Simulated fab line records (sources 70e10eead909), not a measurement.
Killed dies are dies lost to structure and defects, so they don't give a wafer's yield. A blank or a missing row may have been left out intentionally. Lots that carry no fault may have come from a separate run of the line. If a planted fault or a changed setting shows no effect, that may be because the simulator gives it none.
Struck lot and sound lot, side by side ; flow nandHarc ; 14 steps out of a route of 1159
Sound: these wafers, L174.1, L174.3, L174.6. The struck wafers were L166.1, L166.3, L166.5. The cause comes at the end.
Per side, at each step with rows, come the tool, then ch with its chambers, and then its first start. Under that, the readings that differ: sound wafers ; struck wafers ; difference of the means ; sigmas: that difference in standard deviations of wafers without a fault.
alike: readings whose means differ by less than 2 such deviations, and words and numbers that are the same on both sides. not compared: withheld readings, readings that some wafer has no value for, bounds like >300 that may hide the same value, and numbers for which the record gives no deviation and whose values overlap.
The two part at a step that has a row with sigmas, a row that says differs or no value, or rows on one side only. When numbers do not overlap yet have no deviation, they are printed without sigmas and do not part them. A reading missing from all wafers of one side parts the sides only when that side holds two or more wafers.

first, 6 steps without rows for these wafers: NHARC_P_CONTACT_COAT_06 (resist thk 90 nm); NHARC_P_CONTACT_SOFTBAKE_07 (time 55 s); NHARC_P_CONTACT_EBR_08; NHARC_P_CONTACT_EXPOSE_09 (exposes mask P CA, target cd 90 nm); NHARC_P_CONTACT_PEB_10 (peb time 65 s); NHARC_P_CONTACT_DEVELOP_11 (develop time 35 s).
NHARC_P_CONTACT_CD_MEAS_12: target cd 90 nm.
  sound on cdSem-02 ch 0, day 10 07:24; struck on cdSem-03 ch 0, day 9 11:20
  alike: cdNm
NHARC_P_CONTACT_OVL_MEAS_13:
  sound: overlay-01 at day 10 07:29; struck: overlay-01 at day 9 11:26
reading;sound;struck;difference;sigmas
overlayXNm (nm);1.7 0.8 1.3;-1.1 -1.0 -1.4;-2.4;-3
  alike: overlayYNm
NHARC_P_CONTACT_INSPECT_14:
  sound: defectInspect-02 at day 10 07:31; struck: defectInspect-02 at day 9 11:28
  alike: rawDefectCount
NHARC_P_CONTACT_DESCUM_17: chemistry O2, time 3 s.
  sound on rieDiel-02 ch 1,2, day 10 07:35; struck on rieDiel-02 ch 0,1,3, day 9 11:32
  alike: drypumpMotorCurrentA, mfcArSccm, oesProductAu, rfVppV, showerheadPlenumPTorr, throttleValvePct
  not compared: rfHoursCounterH
NHARC_P_CONTACT_ETCH_35: etches the open film in CF4, target depth 39 nm, time 65 s.
  sound on rieDiel-02 ch 0,2, day 10 07:40; struck on rieDiel-02 ch 1,3, day 9 11:37
reading;sound;struck;difference;sigmas
drypumpMotorCurrentA (A);5.5 5.3 5.3;6.2 6.1 6.2;+0.8;+2
mfcArSccm (sccm);0 0 0;0.018 0 0.018;+0.012;+2
  alike: biasW, cf4FlowSccm, oesProductAu, rfVppV, showerheadPlenumPTorr, throttleValvePct
  not compared: rfHoursCounterH
NHARC_P_CONTACT_ETCH_36: etches the open film in N2/H2, target depth 260 nm, time 406.25 s.
  sound on rieDiel-02 ch 1,2,3; struck on rieDiel-02 ch 0,3
  alike: biasW, chamberPressureMTorr, drypumpMotorCurrentA, mfcArSccm, oesProductAu, rfVppV, showerheadPlenumPTorr, throttleValvePct
  not compared: rfHoursCounterH
NHARC_P_CONTACT_ETCH_18: etches the open film in C4F8/O2/Ar, target depth 481 nm, time 240.5 s.
  sound on rieDiel-02 ch 2,3, day 10 08:04; struck on rieDiel-02 ch 0,3, day 9 12:01
  no value came back on the struck wafers for biasW (W), chamberPressureMTorr (mTorr), oesProductAu (a.u.), rfVppV (V); on the sound wafers biasW (W) reads 1500 1502 1498
  not compared: rfHoursCounterH
then, 1 step without rows for these wafers: NHARC_P_CONTACT_STRIP_37 (strips in C4F8/O2/Ar).

WHERE THEY PART
Last at NHARC_P_CONTACT_ETCH_18 as far as this record goes, first at NHARC_P_CONTACT_OVL_MEAS_13.

WHY: what the simulator had put in
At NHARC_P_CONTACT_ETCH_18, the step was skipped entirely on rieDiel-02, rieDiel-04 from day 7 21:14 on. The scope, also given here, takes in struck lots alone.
